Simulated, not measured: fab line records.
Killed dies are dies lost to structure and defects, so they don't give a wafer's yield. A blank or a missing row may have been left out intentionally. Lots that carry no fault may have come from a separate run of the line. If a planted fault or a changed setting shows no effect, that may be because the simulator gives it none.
fab line records + flow nand-harc
record:
- lots: 13
- wafers: 39
- last-day: 33
route steps=1302 shown P_M1@312 P_M2@326 END@1302
lots untouched by any fault: they come from a run of this same line in which no faults occurred
start-h: start of the lot's first displayed wafer, in hours after the record's first day + wait-h: hours since the lot's step before + " as in the row above + L1.1+2: one row covering several wafers at once + - value missing, or start not given + * or withheld: withheld + < > ~ a bound
route shown NAME@n: a module of which the file shows steps, and the number in the route of the first + usual: mean/standard deviation of fault-free wafers + same: alike in all rows + chamber/n: place in a boat + sites: each site's reading + _std_site: the standard deviation of these + _edge_site: mean of outer sites minus mean of inner sites + radius-mm: how far each site lies from the wafer's centre + mask NAME#n: copy n + behind: the most recent tool/chamber to have shaped the wafer + hold: cause of the lot's hold/its duration in hours/its outcome + device: the n, p or np transistor that did not switch + end of line: at the end of the route, the tests of the same wafers + step lacking rows: just its recipe + killed: dies that structure and defects cost at the first sort, which is not the same as the wafer's yield + map: a wafer's dies, marking killed ones x, the rest . and places with no die _
set.NAME: the setting the step ran with; set.NAME@STEP: the setting that earlier step ran with + model.NAME: the simulator's own value behind a step, which no gauge read
route steps across a sampled set of lots; one table per step, one row per wafer
services: when a tool's chamber went out of use (start-h, in hours from the record's first day, below 0 if earlier), for how many hours, and the reason
== steps ==
step: NHARC_P_M1_THK_MEAS_24
recipe:
- thk-meas-gauge: xrf
usual:
- thk-nm: 157.8/1.4
| lot.wafer | tool          | chamber | start-h | wait-h | thk-nm |
|-----------|---------------|---------|---------|--------|--------|
| L810.3    | film-metro-02 | -       | 143.00  | -      | 159.5  |
| L810.4    | "             | -       | "       | "      | 158.9  |
| L810.5    | "             | -       | "       | "      | 158.4  |
| L811.4    | film-metro-02 | -       | 146.53  | -      | 158.4  |
| L811.5    | "             | -       | "       | "      | 160.1  |
| L811.6    | "             | -       | "       | "      | 158.6  |
| L813.2    | film-metro-01 | -       | 170.50  | -      | 159.7  |
| L813.4    | "             | -       | "       | "      | 158.6  |
| L813.6    | "             | -       | "       | "      | 157.6  |
| L814.1    | film-metro-02 | -       | 175.06  | -      | 156.8  |
| L814.3    | "             | -       | "       | "      | 159.7  |
| L814.5    | "             | -       | "       | "      | 158.4  |
| L816.1    | film-metro-01 | -       | 197.15  | -      | 155.4  |
| L816.2    | "             | -       | "       | "      | 156.1  |
| L816.4    | "             | -       | "       | "      | 160.2  |
| L817.1    | film-metro-02 | -       | 210.41  | -      | 157.4  |
| L817.4    | "             | -       | "       | "      | 158.5  |
| L817.6    | "             | -       | "       | "      | 156.1  |
| L818.1    | film-metro-02 | -       | 223.35  | -      | 158.6  |
| L818.4    | "             | -       | "       | "      | 158.3  |
| L818.6    | "             | -       | "       | "      | 160.6  |
| L819.1    | film-metro-01 | -       | 225.51  | -      | 158.2  |
| L819.5    | "             | -       | "       | "      | 159.1  |
| L819.6    | "             | -       | "       | "      | 160.6  |
| L824.2    | film-metro-01 | -       | 274.59  | -      | 155.6  |
| L824.3    | "             | -       | "       | "      | 158.5  |
| L824.5    | "             | -       | "       | "      | 155.7  |
| L825.1    | film-metro-01 | -       | 287.28  | -      | 157.5  |
| L825.2    | "             | -       | "       | "      | 159.6  |
| L825.6    | "             | -       | "       | "      | 158.2  |
| L826.2    | film-metro-02 | -       | 298.78  | -      | 158.0  |
| L826.3    | "             | -       | "       | "      | 160.0  |
| L826.5    | "             | -       | "       | "      | 156.7  |
| L830.1    | film-metro-01 | -       | 341.50  | -      | 158.8  |
| L830.2    | "             | -       | "       | "      | 159.2  |
| L830.6    | "             | -       | "       | "      | 158.0  |
| L832.1    | film-metro-01 | -       | 356.35  | -      | 158.4  |
| L832.2    | "             | -       | "       | "      | 157.7  |
| L832.5    | "             | -       | "       | "      | 156.9  |
step: NHARC_P_M1_PRE_CLEAN_32
recipe:
- time-s: 12
- temp-c: 370
- rf-power-w: 300
- gas: NH3
usual:
- heater-power-w: 576/51
| lot.wafer | tool     | chamber | start-h | wait-h | heater-power-w |
|-----------|----------|---------|---------|--------|----------------|
| L810.3    | pecvd-01 | 0       | 143.24  | 0.1    | 495            |
| L810.5    | "        | 0       | "       | "      | 497            |
| L810.4    | "        | 1       | "       | "      | 598            |
| L811.6    | pecvd-04 | 2       | 146.79  | 0.1    | 490            |
| L811.4    | "        | 0       | "       | "      | 575            |
| L811.5    | "        | 1       | "       | "      | 546            |
| L813.2    | pecvd-03 | 2       | 170.75  | 0.1    | 524            |
| L813.6    | "        | 0       | "       | "      | 626            |
| L813.4    | "        | 1       | "       | "      | 654            |
| L814.3    | pecvd-03 | 2       | 175.28  | 0.1    | 584            |
| L814.1    | "        | 1       | "       | "      | 584            |
| L814.5    | "        | 2       | "       | "      | 588            |
| L816.2    | pecvd-04 | 2       | 197.37  | 0.1    | 583            |
| L816.1    | "        | 0       | "       | "      | 579            |
| L816.4    | "        | 1       | "       | "      | 606            |
| L817.1    | pecvd-01 | 0       | 210.65  | 0.1    | 521            |
| L817.6    | "        | 2       | "       | "      | 618            |
| L817.4    | "        | 1       | "       | "      | 514            |
| L818.1    | pecvd-03 | 1       | 223.60  | 0.1    | 546            |
| L818.6    | "        | 0       | "       | "      | 706            |
| L818.4    | "        | 1       | "       | "      | 532            |
| L819.1    | pecvd-03 | 2       | 225.73  | 0.1    | 642            |
| L819.6    | "        | 2       | "       | "      | 645            |
| L819.5    | "        | 0       | "       | "      | 657            |
| L824.3    | pecvd-03 | 0       | 275.57  | 0.8    | 626            |
| L824.2    | "        | 1       | "       | "      | 564            |
| L824.5    | "        | 0       | "       | "      | 630            |
| L825.2    | pecvd-01 | 1       | 287.50  | 0.1    | 608            |
| L825.1    | "        | 0       | "       | "      | 535            |
| L825.6    | "        | 1       | "       | "      | 607            |
| L826.3    | pecvd-03 | 1       | 299.02  | 0.1    | 633            |
| L826.2    | "        | 2       | "       | "      | 558            |
| L826.5    | "        | 1       | "       | "      | 640            |
| L830.2    | pecvd-01 | 0       | 341.73  | 0.1    | 543            |
| L830.1    | "        | 2       | "       | "      | 529            |
| L830.6    | "        | 0       | "       | "      | 564            |
| L832.1    | pecvd-01 | 1       | 356.58  | 0.1    | 590            |
| L832.2    | "        | 2       | "       | "      | 570            |
| L832.5    | "        | 2       | "       | "      | 575            |
step: NHARC_P_M2_PEB_07
recipe:
- peb-temp-c: 100
- peb-time-s: 65
usual:
- heater-power-total-W: 156.6/0.42
- plate-temp-C: 100.01/0.12
same:
- peb-time-s: 65
| lot.wafer | tool           | chamber | start-h | wait-h | heater-power-total-W | plate-temp-C |
|-----------|----------------|---------|---------|--------|----------------------|--------------|
| L810.3    | litho-track-04 | 0       | 144.38  | 0.0    | 156.2                | 99.82        |
| L810.4    | "              | 0       | "       | "      | 155.9                | 99.88        |
| L810.5    | "              | 0       | "       | "      | 156.3                | 100.04       |
| L811.4    | litho-track-06 | 0       | 148.00  | 0.0    | 156.9                | 100.02       |
| L811.5    | "              | 0       | "       | "      | 156.4                | 99.96        |
| L811.6    | "              | 0       | "       | "      | 156.0                | 100.21       |
| L813.2    | litho-track-01 | 0       | 171.97  | 0.1    | 156.8                | 100.05       |
| L813.4    | "              | 0       | "       | "      | 157.1                | 99.91        |
| L813.6    | "              | 0       | "       | "      | 156.0                | 99.94        |
| L814.1    | litho-track-04 | 0       | 176.53  | 0.1    | 156.3                | 100.33       |
| L814.3    | "              | 0       | "       | "      | 156.8                | 100.08       |
| L814.5    | "              | 0       | "       | "      | 157.1                | 100.22       |
| L816.1    | litho-track-01 | 0       | 198.62  | 0.1    | 156.1                | 100.20       |
| L816.2    | "              | 0       | "       | "      | 156.5                | 100.04       |
| L816.4    | "              | 0       | "       | "      | 156.8                | 100.11       |
| L817.1    | litho-track-06 | 0       | 211.88  | 0.1    | 156.9                | 100.03       |
| L817.4    | "              | 0       | "       | "      | 156.9                | 99.92        |
| L817.6    | "              | 0       | "       | "      | 157.1                | 100.21       |
| L818.1    | litho-track-01 | 0       | 224.82  | 0.1    | 156.1                | 100.09       |
| L818.4    | "              | 0       | "       | "      | 156.8                | 99.86        |
| L818.6    | "              | 0       | "       | "      | 155.9                | 99.79        |
| L819.1    | litho-track-01 | 0       | 226.85  | 0.1    | 157.1                | 99.97        |
| L819.5    | "              | 0       | "       | "      | 156.4                | 100.02       |
| L819.6    | "              | 0       | "       | "      | 156.1                | 99.98        |
| L824.2    | litho-track-01 | 0       | 276.81  | 0.1    | 156.4                | 100.18       |
| L824.3    | "              | 0       | "       | "      | 156.2                | 100.13       |
| L824.5    | "              | 0       | "       | "      | 157.1                | 100.05       |
| L825.1    | litho-track-01 | 0       | 288.74  | 0.1    | 156.0                | 100.16       |
| L825.2    | "              | 0       | "       | "      | 156.0                | 99.98        |
| L825.6    | "              | 0       | "       | "      | 157.0                | 100.07       |
| L826.2    | litho-track-01 | 0       | 300.22  | 0.1    | 171.9                | 106.95       |
| L826.3    | "              | 0       | "       | "      | 171.6                | 106.89       |
| L826.5    | "              | 0       | "       | "      | 172.0                | 106.69       |
| L830.1    | litho-track-01 | 0       | 342.96  | 0.1    | 171.1                | 107.03       |
| L830.2    | "              | 0       | "       | "      | 171.1                | 106.97       |
| L830.6    | "              | 0       | "       | "      | 171.2                | 106.67       |
| L832.1    | litho-track-04 | 0       | 357.82  | 0.1    | 157.1                | 100.19       |
| L832.2    | "              | 0       | "       | "      | 157.1                | 100.06       |
| L832.5    | "              | 0       | "       | "      | 157.1                | 100.01       |
step: NHARC_P_M2_CD_MEAS_09
recipe:
- target-cd-nm: 170
- landing-energy-ev: 500
usual:
- cd-nm: 170.1/0.58
| lot.wafer | tool      | chamber | start-h | wait-h | cd-nm |
|-----------|-----------|---------|---------|--------|-------|
| L810.3    | cd-sem-03 | 0       | 144.46  | -      | 169.8 |
| L810.4    | "         | 0       | "       | "      | 169.7 |
| L810.5    | "         | 0       | "       | "      | 170.4 |
| L811.4    | cd-sem-03 | 0       | 148.09  | -      | 169.9 |
| L811.5    | "         | 0       | "       | "      | 169.3 |
| L811.6    | "         | 0       | "       | "      | 169.4 |
| L813.2    | cd-sem-01 | 0       | 172.05  | -      | 170.3 |
| L813.4    | "         | 0       | "       | "      | 170.2 |
| L813.6    | "         | 0       | "       | "      | 170.3 |
| L814.1    | cd-sem-03 | 0       | 176.61  | -      | 169.3 |
| L814.3    | "         | 0       | "       | "      | 170.1 |
| L814.5    | "         | 0       | "       | "      | 169.7 |
| L816.1    | cd-sem-02 | 0       | 198.70  | -      | 169.7 |
| L816.2    | "         | 0       | "       | "      | 170.2 |
| L816.4    | "         | 0       | "       | "      | 169.3 |
| L817.1    | cd-sem-03 | 0       | 211.95  | -      | 170.1 |
| L817.4    | "         | 0       | "       | "      | 170.4 |
| L817.6    | "         | 0       | "       | "      | 170.1 |
| L818.1    | cd-sem-01 | 0       | 224.89  | -      | 170.8 |
| L818.4    | "         | 0       | "       | "      | 171.1 |
| L818.6    | "         | 0       | "       | "      | 170.8 |
| L819.1    | cd-sem-03 | 0       | 226.93  | -      | 171.0 |
| L819.5    | "         | 0       | "       | "      | 171.0 |
| L819.6    | "         | 0       | "       | "      | 170.5 |
| L824.2    | cd-sem-02 | 0       | 276.89  | -      | 169.6 |
| L824.3    | "         | 0       | "       | "      | 170.3 |
| L824.5    | "         | 0       | "       | "      | 170.3 |
| L825.1    | cd-sem-02 | 0       | 288.82  | -      | 170.1 |
| L825.2    | "         | 0       | "       | "      | 171.3 |
| L825.6    | "         | 0       | "       | "      | 170.3 |
| L826.2    | cd-sem-02 | 0       | 300.30  | -      | 190.5 |
| L826.3    | "         | 0       | "       | "      | 190.2 |
| L826.5    | "         | 0       | "       | "      | 191.2 |
| L830.1    | cd-sem-02 | 0       | 343.04  | -      | 191.5 |
| L830.2    | "         | 0       | "       | "      | 191.7 |
| L830.6    | "         | 0       | "       | "      | 191.5 |
| L832.1    | cd-sem-03 | 0       | 357.90  | -      | 170.8 |
| L832.2    | "         | 0       | "       | "      | 169.5 |
| L832.5    | "         | 0       | "       | "      | 170.2 |
step: NHARC_P_M2_INSPECT_11
usual:
- raw-defect-count: 5.1/2.8
| lot.wafer | tool              | chamber | start-h | wait-h | raw-defect-count |
|-----------|-------------------|---------|---------|--------|------------------|
| L810.3    | defect-inspect-02 | -       | 144.58  | 0.0    | 4                |
| L810.4    | "                 | -       | "       | "      | 4                |
| L810.5    | "                 | -       | "       | "      | 5                |
| L811.4    | defect-inspect-02 | -       | 148.21  | 0.0    | 8                |
| L811.5    | "                 | -       | "       | "      | 9                |
| L811.6    | "                 | -       | "       | "      | 13               |
| L813.2    | defect-inspect-01 | -       | 172.17  | 0.0    | 16               |
| L813.4    | "                 | -       | "       | "      | 8                |
| L813.6    | "                 | -       | "       | "      | 7                |
| L814.1    | defect-inspect-01 | -       | 176.73  | 0.0    | 3                |
| L814.3    | "                 | -       | "       | "      | 4                |
| L814.5    | "                 | -       | "       | "      | 1                |
| L816.1    | defect-inspect-01 | -       | 198.83  | 0.0    | 6                |
| L816.2    | "                 | -       | "       | "      | 5                |
| L816.4    | "                 | -       | "       | "      | 3                |
| L817.1    | defect-inspect-02 | -       | 212.08  | 0.0    | 7                |
| L817.4    | "                 | -       | "       | "      | 6                |
| L817.6    | "                 | -       | "       | "      | 1                |
| L818.1    | defect-inspect-01 | -       | 225.02  | 0.0    | 3                |
| L818.4    | "                 | -       | "       | "      | 5                |
| L818.6    | "                 | -       | "       | "      | 2                |
| L819.1    | defect-inspect-01 | -       | 227.05  | 0.0    | 4                |
| L819.5    | "                 | -       | "       | "      | 1                |
| L819.6    | "                 | -       | "       | "      | 1                |
| L824.2    | defect-inspect-02 | -       | 277.01  | 0.0    | 3                |
| L824.3    | "                 | -       | "       | "      | 4                |
| L824.5    | "                 | -       | "       | "      | 3                |
| L825.1    | defect-inspect-01 | -       | 288.95  | 0.0    | 8                |
| L825.2    | "                 | -       | "       | "      | 3                |
| L825.6    | "                 | -       | "       | "      | 6                |
| L826.2    | defect-inspect-01 | -       | 300.43  | 0.0    | 6                |
| L826.3    | "                 | -       | "       | "      | 1                |
| L826.5    | "                 | -       | "       | "      | 5                |
| L830.1    | defect-inspect-01 | -       | 343.16  | 0.0    | 5                |
| L830.2    | "                 | -       | "       | "      | 9                |
| L830.6    | "                 | -       | "       | "      | 9                |
| L832.1    | defect-inspect-01 | -       | 358.02  | 0.0    | 4                |
| L832.2    | "                 | -       | "       | "      | 5                |
| L832.5    | "                 | -       | "       | "      | 5                |
step: NHARC_END_SORT_01
recipe:
- temp-c: 25
usual:
- killed-at-array: 60/21
- killed-at-other: 1.0/1.2
- killed-at-periphery: 4.2/2.8
- killed-dies: 65/20
- killed-open: 3.1/1.8
- killed-short: 2.6/1.6
same:
- gross-dies: 677
| lot.wafer | tool      | chamber | start-h | wait-h | killed-at-array | killed-at-other | killed-at-periphery | killed-dies | killed-open | killed-short |
|-----------|-----------|---------|---------|--------|-----------------|-----------------|---------------------|-------------|-------------|--------------|
| L813.2    | prober-02 | 0       | 593.43  | 2.8    | 78              | 3               | 9                   | 90          | 2           | 6            |
| L813.4    | prober-02 | 0       | 595.06  | 3.4    | 75              | 1               | 5                   | 81          | 1           | 4            |
| L813.6    | prober-02 | 0       | 596.69  | 4.1    | 54              | 2               | 4                   | 60          | 0           | 1            |
| L826.2    | prober-01 | 0       | 723.30  | 2.8    | 61              | 5               | 2                   | 68          | 1           | 1            |
| L826.3    | prober-01 | 0       | 724.09  | 3.1    | 89              | 3               | 0                   | 92          | 2           | 1            |
| L826.5    | prober-01 | 0       | 725.69  | 3.7    | 66              | 4               | 3                   | 73          | 1           | 5            |
killed by level:class
L813.2 A_CHANNEL_HOLE_D2:chamber-film-flake=33 A_CHANNEL_HOLE_D1:chamber-film-flake=33 P_GATE:chamber-film-flake=7 A_CONTACT:chamber-film-flake=5 THIN_TSV:chamber-film-flake=3 P_GATE:geometric-particle:open=1 P_GATE:geometric-particle:short=1 A_SOURCE_PLATE:geometric-particle:short=1
L813.4 A_CHANNEL_HOLE_D2:chamber-film-flake=33 A_CHANNEL_HOLE_D1:chamber-film-flake=30 A_CONTACT:chamber-film-flake=6 P_GATE:chamber-film-flake=4 P_M0:geometric-particle:short=1 A_CHANNEL_HOLE_D1:geometric-particle:short=1 A_CHANNEL_HOLE_D2:geometric-particle:short=1 A_CHANNEL_FILL_D2:geometric-particle:open=1
L813.6 A_CHANNEL_HOLE_D1:chamber-film-flake=24 A_CHANNEL_HOLE_D2:chamber-film-flake=22 A_CONTACT:chamber-film-flake=5 P_GATE:chamber-film-flake=4 THIN_TSV:chamber-film-flake=2 A_CHANNEL_FILL_D1:geometric-particle:short=1 A_STAIRCASE:chamber-film-flake=1 A_WL_FILL:chamber-film-flake=1
L826.2 A_CHANNEL_HOLE_D1:chamber-film-flake=33 A_SLIT:chamber-film-flake=14 A_STAIRCASE:chamber-film-flake=5 THIN_TSV:chamber-film-flake=5 P_GATE:chamber-film-flake=2 A_WL_FILL:chamber-film-flake=2 A_ONON_D1:geometric-particle:short=1 A_CHANNEL_FILL_D1:geometric-particle:open=1
L826.3 A_SLIT:chamber-film-flake=41 A_CHANNEL_HOLE_D1:chamber-film-flake=30 A_STAIRCASE:chamber-film-flake=7 THIN_TSV:chamber-film-flake=3 A_ZERO_WELL:chamber-film-flake=2 A_SGD_CUT:chamber-film-flake=2 A_ONON_D1:geometric-particle:short=1 A_DECK1_JOINT:geometric-particle:open=1
L826.5 A_CHANNEL_HOLE_D1:chamber-film-flake=32 A_SLIT:chamber-film-flake=20 A_STAIRCASE:chamber-film-flake=6 THIN_TSV:chamber-film-flake=4 A_CHANNEL_FILL_D1:chamber-film-flake=2 P_GATE:geometric-particle:short=1 P_CONTACT:geometric-particle:open=1 A_DECK1_JOINT:geometric-particle:short=1
== services ==
| tool           | chamber | start-h | hours | kind       |
|----------------|---------|---------|-------|------------|
| pecvd-01       | -       | 130.05  | 13.0  | pm         |
| pecvd-01       | 0       | 130.05  | 13.0  | vent-cycle |
| pecvd-01       | 1       | 130.05  | 13.0  | vent-cycle |
| pecvd-01       | 2       | 130.05  | 13.0  | vent-cycle |
| pecvd-04       | -       | 136.37  | 0.5   | repair     |
| pecvd-01       | 0       | 143.05  | -     | clean      |
| pecvd-01       | 1       | 143.05  | -     | clean      |
| pecvd-01       | 2       | 143.05  | -     | clean      |
| pecvd-01       | 1       | 144.67  | 20.0  | repair     |
| litho-track-01 | -       | 155.00  | 7.0   | pm         |
| litho-track-06 | -       | 179.00  | 7.0   | pm         |
| pecvd-03       | -       | 185.15  | 13.0  | pm         |
| pecvd-03       | 0       | 185.15  | 13.0  | vent-cycle |
| pecvd-03       | 1       | 185.15  | 13.0  | vent-cycle |
| pecvd-03       | 2       | 185.15  | 13.0  | vent-cycle |
| pecvd-03       | 0       | 198.15  | -     | clean      |
| pecvd-03       | 1       | 198.15  | -     | clean      |
| pecvd-03       | 2       | 198.15  | -     | clean      |
| litho-track-04 | -       | 203.01  | 7.0   | pm         |
| pecvd-04       | -       | 269.14  | 13.0  | pm         |
| pecvd-04       | -       | 287.53  | 0.9   | repair     |
| pecvd-01       | -       | 311.07  | 13.0  | pm         |
| litho-track-01 | -       | 330.00  | 7.0   | pm         |
| litho-track-06 | -       | 354.00  | 7.0   | pm         |
== key ==
first-sign:
- step: NHARC_P_M2_PEB_07
- reading: plate-temp-C
- direction: up
- sigmas: 55
- usual: *
- struck: *
effect:
- step: NHARC_P_M2_PEB_07
- reading: heater-power-total-W
- direction: up
- sigmas: 35
- usual: *
- struck: *
effect:
- step: NHARC_P_M2_CD_MEAS_09
- reading: cd-nm
- direction: up
- sigmas: 36
- usual: 170.1
- struck: 191.1
met-at NHARC_P_M2_PEB_07
struck-lots L826,L830
rows-end L830.2
tester-left-out L830
loop-trim:
- step: NHARC_P_M1_EXPOSE_06
- setting: dose
- lots: L830
not-acting-at NHARC_P_M1_THK_MEAS_24,NHARC_P_M1_PRE_CLEAN_32,NHARC_P_M2_INSPECT_11
onset-between 288.74 300.22
earlier-fault:
- kind: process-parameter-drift
- tool: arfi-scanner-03
- chamber: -
- onset-h: 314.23
- steps: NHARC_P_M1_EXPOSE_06
- channel: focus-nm
- offset: 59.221
- spread-by-wafer: 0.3
- shape: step
fault:
- kind: process-parameter-drift
- tool: litho-track-01
- chamber: -
- onset-h: 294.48
- steps: NHARC_P_M2_PEB_07
- channel: peb-temp-c
- offset: *
- shape: step
- acts-in: *
- stated: *
tester-left-out: of these lots the tester's yield and bins aren't shown, on N5 and GAA mostly nor the transistor test; their killed dies are dies lost to structure and defects alone, not to doping, threshold or leakage, so they don't give the yield
rows-end: these wafers met a further fault down the route, and their rows from its step on are left out
loop-trim: a control loop set the setting to another value than it would have without faults
